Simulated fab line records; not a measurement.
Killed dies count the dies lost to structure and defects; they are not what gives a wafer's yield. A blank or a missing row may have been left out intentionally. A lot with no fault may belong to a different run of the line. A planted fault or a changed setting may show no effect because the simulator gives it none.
Which tool was responsible? | flow n5_finfet | 12 lots (36 wafers sampled), 1 step of a 1938-step route

## WHAT EACH GAUGE READ, for each wafer
N5_STI_FIN_REVEAL_FIN_H_MEAS_10.
lot  | measured    | on     | trench_depth_nm (nm)
L075 | day 2 19:43 | ocd-01 | 51.0 51.5 51.2
L077 | day 3 07:11 | ocd-01 | 51.9 52.6 51.5
L079 | day 3 19:23 | ocd-01 | 52.3 50.6 52.2
L081 | day 4 07:26 | ocd-02 | 53.1 51.3 52.8
L083 | day 4 20:47 | ocd-01 | 51.7 50.9 51.5
L085 | day 5 15:03 | ocd-01 | 52.0 52.1 51.8
L087 | day 5 20:53 | ocd-02 | 52.0 53.2 52.6
L089 | day 6 08:38 | ocd-01 | 52.5 53.1 53.1
L091 | day 6 20:32 | ocd-02 | 51.9 50.9 51.7
L093 | day 7 06:17 | ocd-01 | 52.9 53.0 52.8
L095 | day 7 17:56 | ocd-01 | 53.1 52.5 53.1
L097 | day 8 06:30 | ocd-02 | 51.7 52.2 53.0

## WHICH TOOL RAN EACH LOT (tool, then ch and the chambers of the sampled wafers, then the start)
There is no process step in the record ahead of these readings.

## THE ANSWER, worked out from the rows above alone
Rule: what is usual is taken from the lots themselves. The widest of any qualifying gaps counts: lots, ordered by their means at a reading, are off when they make up no more than a third of the lots, leave a main group of 4 or more, and stand apart from it by 3 or more times the standard deviation of that group's means. Not used: any main group whose means are identical at the precision the tables above print for the reading. Also off: a lot with no number at a reading for which 4 or more lots have one. All remaining lots with rows at the step are treated as sound.
Nothing can be told from this: no lot is off at any reading shown.

## WHAT THE SIMULATOR HAD PUT IN
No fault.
